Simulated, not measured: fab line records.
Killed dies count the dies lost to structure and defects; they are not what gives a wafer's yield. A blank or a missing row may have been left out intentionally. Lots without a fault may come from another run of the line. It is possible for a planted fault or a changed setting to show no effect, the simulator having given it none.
Split-lot study	flow n5Finfet	39 wafers read across 7 lots, on a route 1938 steps long

THE SPLIT
At N5_FIN_SAQP_PECVD_06 (deposits a-Si from SiH4/He, target thk 60 nm, time 48.1 s), the setting timeS was moved away from the recipe's 48.1 s on 15 of the 39 wafers read, by -53.6% to +51.8%. This setting was run at the recipe's value on the other wafers.

FROM THE SPLIT TO THE READING: what the file shows between them, 5 steps
- N5_FIN_SAQP_THK_MEAS_07
- N5_FIN_SAQP_HM_DEP_72: deposits SiO2 from SiH4/N2O, target thk 12 nm, time 7.2 s
- N5_FIN_SAQP_COAT_49: time 60 s, resist thk 100 nm
- N5_FIN_SAQP_HM_OPEN_73: chemistry CHF3/O2, target SiO2, stops on a-Si, target depth 12 nm, time 16.8 s
- N5_FIN_SAQP_STRIP_74: strips in CHF3/O2

THE READING
oesProductAu, in a.u., at N5_FIN_SAQP_MANDREL_ETCH_22 (etches a-Si in HBr/Cl2, stops on SiNx, target depth 60 nm, bt time 10 s, time 30 s). A value of 0.762 a.u. with a standard deviation of 0.016 a.u. is what fault-free wafers of this fab line usually give.

wafer	tool, chamber at the split	timeS as run, s	against the recipe	oesProductAu, a.u.	against lot-mates on the recipe
L076.1	pecvd-03, 1	22.31	-53.6%	0.497	-0.250
L076.2	pecvd-03, 0	22.31	-53.6%	0.516	-0.231
L076.3	pecvd-03, 2	48.1	recipe	0.717	-
L076.4	pecvd-03, 2	22.31	-53.6%	0.508	-0.239
L076.5	pecvd-03, 1	48.1	recipe	0.767	-
L076.6	pecvd-03, 0	48.1	recipe	0.757	-
L078.1	pecvd-03, 2	48.1	recipe	0.776	-
L078.2	pecvd-03, 1	48.1	recipe	0.794	-
L078.3	pecvd-03, 0	48.1	recipe	0.782	-
L078.4	pecvd-03, 0	48.1	recipe	0.785	-
L078.5	pecvd-03, 1	48.1	recipe	0.784	-
L078.6	pecvd-03, 2	48.1	recipe	0.776	-
L079.1	pecvd-04, 0	36.93	-23.2%	0.646	-0.125
L079.2	pecvd-04, 1	48.1	recipe	0.777	-
L079.3	pecvd-04, 2	48.1	recipe	0.769	-
L079.4	pecvd-04, 1	48.1	recipe	0.766	-
L079.5	pecvd-04, 2	36.93	-23.2%	0.661	-0.110
L079.6	pecvd-04, 0	36.93	-23.2%	0.662	-0.109
L081.1	pecvd-01, 2	24.15	-49.8%	0.532	-0.216
L081.2	pecvd-01, 1	24.15	-49.8%	0.520	-0.228
L081.3	pecvd-01, 0	24.15	-49.8%	0.530	-0.218
L081.4	pecvd-01, 0	48.1	recipe	0.737	-
L081.5	pecvd-01, 2	48.1	recipe	0.754	-
L081.6	pecvd-01, 1	48.1	recipe	0.752	-
L083.1	pecvd-03, 1	48.1	recipe	0.760	-
L083.2	pecvd-03, 0	73.03	+51.8%	0.972	+0.206
L083.3	pecvd-03, 0	73.03	+51.8%	0.978	+0.212
L083.4	pecvd-03, 1	48.1	recipe	0.774	-
L083.5	pecvd-03, 0	48.1	recipe	0.765	-
L083.6	pecvd-03, 1	73.03	+51.8%	0.987	+0.221
L087.1	pecvd-04, 2	48.1	recipe	0.738	-
L087.2	pecvd-04, 0	48.1	recipe	0.764	-
L087.3	pecvd-04, 1	37.19	-22.7%	0.655	-0.096
L087.4	pecvd-04, 1	48.1	recipe	0.750	-
L087.5	pecvd-04, 0	37.19	-22.7%	0.653	-0.098
L087.6	pecvd-04, 2	37.19	-22.7%	0.629	-0.122
L090.3	pecvd-01, 1	48.1	recipe	0.775	-
L090.5	pecvd-01, 0	48.1	recipe	0.741	-
L090.6	pecvd-01, 1	48.1	recipe	0.776	-

THE FIT
A straight line over all 39 wafers: oesProductAu changes by +0.00456 a.u. for each +1% of timeS; r = +0.99; the points scatter about the line by 0.017 a.u.
The same after taking each lot's own level away (the mean of its wafers on the recipe; 39 wafers): +0.00435 a.u. for each +1%; r = +0.99; scatter 0.012 a.u.
The reading moves by 0.23 a.u. for the largest change in timeS, on that fit.
Across the lots, their own levels run from 0.7470 to 0.7828 a.u., a range of 2.2 times the standard deviation given above.
The two slopes are in agreement: the lot-to-lot level therefore moves the slope only a little.
Check: -0.235 a.u. against its lot-mates is what the line predicts for one of the wafers moved furthest among these (-53.6%) when that wafer is left out of the fit. Against them it came out at -0.25 a.u.

THE WHOLE CHAIN: every reading that the file lists as answering this split, in the file's order
step	what it does	reading	change (the file's fit)	r (the file's)
N5_FIN_SAQP_PECVD_06	deposits a-Si from SiH4/He, target thk 60 nm, time 48.1 s	a-Si_of_FIN_SAQP_PECVD_06.thkNm (the simulator's own value, which no gauge read)	+0.611 nm for each +1% of the setting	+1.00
N5_FIN_SAQP_THK_MEAS_07		thkNm	withheld for each +1% of the setting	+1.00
N5_FIN_SAQP_MANDREL_ETCH_22	etches a-Si in HBr/Cl2, stops on SiNx, target depth 60 nm, bt time 10 s, time 30 s	oesProductAu	+0.00438 a.u. for each +1% of the setting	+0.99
N5_FIN_SAQP_MANDREL_ETCH_22	etches a-Si in HBr/Cl2, stops on SiNx, target depth 60 nm, bt time 10 s, time 30 s	etch.depthNm (the simulator's own value, which no gauge read)	+0.594 nm for each +1% of the setting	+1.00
N5_FIN_SAQP_INSPECT_40	inspects for defects (brightfield)	rawDefectCount	not straight: 326 at the lowest setting, 240 at the recipe, 1837 at the highest	not given

THE FILE'S OWN FIT
oesProductAu changes by +0.00438 a.u. for each +1% of timeS, r = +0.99.
